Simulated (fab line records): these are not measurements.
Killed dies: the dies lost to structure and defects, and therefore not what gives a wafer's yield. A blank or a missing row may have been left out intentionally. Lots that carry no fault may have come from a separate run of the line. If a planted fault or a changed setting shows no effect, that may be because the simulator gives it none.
Check of tool commonality ; flow nandHarc ; Sample size 8 lots and 24 wafers

## WHAT PROMPTED THE OPENING
At NHARC_A_CHANNEL_HOLE_D1_CD_MEAS_10 the reading cdNm is flagged on 2 of 8 lots. Wafers without a fault read 99.7 nm, standard deviation 0.56.
Rule: a lot gets a flag if all its wafers with a number sit over 4 standard deviations from that mean, or if no wafer of it has a number. The other lots count as sound.

lot;measured;on;cdNm (nm), wafer by wafer;flag
L820;day 8 18:54;cdSem-01;99.7 99.8 100.3;
L824;day 10 04:09;cdSem-01;99.8 100.4 100.2;
L830;day 12 14:17;cdSem-03;95.0 94.6 95.0;FLAGGED
L833;day 13 16:11;cdSem-02;94.4 95.3 94.8;FLAGGED
L836;day 15 03:13;cdSem-01;99.6 99.8 100.1;
L839;day 16 02:04;cdSem-03;98.5 99.9 100.1;
L840;day 17 00:32;cdSem-03;99.3 99.0 100.3;
L842;day 17 21:13;cdSem-03;100.4 99.3 100.1;
The mean of the flagged lots' numbers is 94.8 nm, -4.9 nm from the usual (-9 standard deviations).

## WHICH TOOL RAN EACH LOT
The record keeps 1 process step preceding the reading, out of 1302 steps on the route. Cell contents, in order: the tool; ch with the chambers the sampled wafers went through; the start.
lot;flag;NHARC_A_CHANNEL_HOLE_D1_PEB_08
L820;;lithoTrack-04 ch 0, day 8 18:49
L824;;lithoTrack-04 ch 0, day 10 04:04
L830;FLAGGED;lithoTrack-04 ch 0, day 12 14:13
L833;FLAGGED;lithoTrack-04 ch 0, day 13 16:07
L836;;lithoTrack-06 ch 0, day 15 03:08
L839;;lithoTrack-06 ch 0, day 16 01:59
L840;;lithoTrack-06 ch 0, day 17 00:27
L842;;lithoTrack-01 ch 0, day 17 21:08
What these steps do:
- NHARC_A_CHANNEL_HOLE_D1_PEB_08: peb time 65 s.
- NHARC_A_CHANNEL_HOLE_D1_CD_MEAS_10: target cd 100 nm.

## FLAGGED OVER TOTAL, TOOL BY TOOL (the gauges that took the reading come last)
step;tool;lots run;flagged;share of the flagged lots;sound lots run after its first flagged lot
NHARC_A_CHANNEL_HOLE_D1_PEB_08;lithoTrack-01;1;0;none;-
NHARC_A_CHANNEL_HOLE_D1_PEB_08;lithoTrack-04;4;2;all;0
NHARC_A_CHANNEL_HOLE_D1_PEB_08;lithoTrack-06;3;0;none;-
NHARC_A_CHANNEL_HOLE_D1_CD_MEAS_10;cdSem-01;3;0;none;-
NHARC_A_CHANNEL_HOLE_D1_CD_MEAS_10;cdSem-02;1;1;some;0
NHARC_A_CHANNEL_HOLE_D1_CD_MEAS_10;cdSem-03;4;1;some;3 (L839,L840,L842)

## THE TABLE: WHAT IT ALLOWS
1 row of the table ran every flagged lot: lithoTrack-04 at NHARC_A_CHANNEL_HOLE_D1_PEB_08.
- lithoTrack-04 at NHARC_A_CHANNEL_HOLE_D1_PEB_08: 2 of its 4 lots flagged. Last sound lot L824 at day 10 04:04, first flagged lot L830 at day 12 14:13; a fault beginning in between fits. Its own readings (heaterPowerTotalW, plateTempC) fall more than 4 standard deviations out on all wafers of the flagged lots.
lithoTrack-04 at NHARC_A_CHANNEL_HOLE_D1_PEB_08 is the single tool remaining.

## WHAT THE SIMULATOR HAD PUT IN
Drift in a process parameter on lithoTrack-04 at NHARC_A_CHANNEL_HOLE_D1_PEB_08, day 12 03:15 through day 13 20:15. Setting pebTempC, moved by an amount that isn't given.
Shown lots that were struck: L830, L833. The same result came from the rule above.
